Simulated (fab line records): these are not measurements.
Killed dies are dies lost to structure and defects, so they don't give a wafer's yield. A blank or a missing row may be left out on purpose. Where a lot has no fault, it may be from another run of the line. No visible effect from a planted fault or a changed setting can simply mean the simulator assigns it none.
A single fault, viewed from 2 desks / flow n5 finfet / numbers are kept per desk, each desk with only its own; the story behind them comes last

== AT THE METROLOGY DESK ==
Lot by lot, what the gauges showed, no matter which tool ran the lot: averages of those sampled wafers that carry a number. A lot is out of limits, marked OUT, if its mean lies more than 4 standard deviations from the usual mean; the brackets give that distance. It has 15 readings, of which 7 appear: the earliest out of limits, and the ones furthest out on some lot.
Columns: A = thk nm at N5_SD_EPI_P_EPI_MEAS_23, usual 60.7 nm; B = RS_SD_P at N5_SD_ACTIVATION_RS_MEAS_03, usual 56.5 ohm/sq; C = DIBL_N at N5_BEOL_M4_RC_MEAS_101, usual 36.0 mV/V; D = IOFF_N at N5_BEOL_M4_RC_MEAS_101, usual 0.15 nA/um; E = REXT_P at N5_BEOL_M4_RC_MEAS_101, usual 100.3 ohm.um; F = RS_SD_P at N5_BEOL_M4_RC_MEAS_101, usual 66.4 ohm/sq; G = SS_N at N5_BEOL_M4_RC_MEAS_101, usual 71.5 mV/dec
lot=L505; first seen here=day 3 09:50; A=61.4; B=57.1; C=36.5; D=0.15; E=97.1; F=67.1; G=70.6
lot=L507; first seen here=day 4 01:28; A=60.1; B=57.0; C=35.8; D=0.14; E=102.8; F=66.9; G=71.3
lot=L509; first seen here=day 4 09:59; A=60.1; B=57.6; C=37.5; D=0.18; E=105.2; F=67.2; G=71.6
lot=L515; first seen here=day 6 02:11; A=67.6 (+5.7) OUT; B=46.5 (-9.1) OUT; C=33.1; D=0.11; E=88.2 (-4.7) OUT; F=55.3 (-9.3) OUT; G=70.8
lot=L517; first seen here=day 6 14:51; A=65.9 (+4.3) OUT; B=48.7 (-7.1) OUT; C=37.8; D=0.16; E=95.6; F=57.3 (-7.6) OUT; G=71.7
lot=L521; first seen here=day 7 09:37; A=58.5; B=58.1; C=34.7; D=0.14; E=100.4; F=67.9; G=71.1
lot=L522; first seen here=day 7 20:37; A=61.0; B=57.2; C=37.9; D=0.16; E=101.9; F=67.0; G=71.4
lot=L528; first seen here=day 9 09:40; A=60.5; B=57.8; C=35.4; D=0.14; E=101.6; F=67.9; G=71.2
This desk's finding: out of limits on L515, L517; first on L515, day 6 02:11 (thk nm at N5_SD_EPI_P_EPI_MEAS_23). Within limits: L505, L507, L509, L521, L522, L528.

== AT THE TOOL OWNER'S DESK: epi rpcvd-04 ==
The tool's own readings at N5_SD_EPI_P_EPI_21 (deposits SiGe:B, time 355 s): means of the sampled wafers that have a number, for each lot that ran on this tool. A lot is out of limits, marked OUT, if its mean lies more than 4 standard deviations from the usual mean; the brackets give that distance.
Columns: A = chamber pressure Torr at N5_SD_EPI_P_EPI_21, usual 20.00 Torr
lot=L507; first seen here=day 3 23:59; A=20.03
lot=L515; first seen here=day 6 00:42; A=25.36 (+99 or more) OUT
lot=L517; first seen here=day 6 13:01; A=25.35 (+99 or more) OUT
This desk's finding: out of limits on L515, L517; first on L515, day 6 00:42 (chamber pressure Torr at N5_SD_EPI_P_EPI_21). Within limits: L507.

== BROUGHT TOGETHER ==
An alarm could have come from the tool owner's desk at day 6 00:42, on L515, L517.
L515, L517 would have let the metrology desk raise an alarm at day 6 02:11.
Of the lots named, all ran N5_SD_EPI_P_EPI_21 on epi rpcvd-04.

== WHAT HAD BEEN PUT IN BY THE SIMULATOR ==
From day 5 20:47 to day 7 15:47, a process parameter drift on epi rpcvd-04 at N5_SD_EPI_P_EPI_21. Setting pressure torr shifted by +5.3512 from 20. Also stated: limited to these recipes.
Shown lots that were struck: L515, L517.
Counting hours from when the fault started, the first reading out of limits came at 4 for the tool owner's desk and at 5 for the metrology desk.
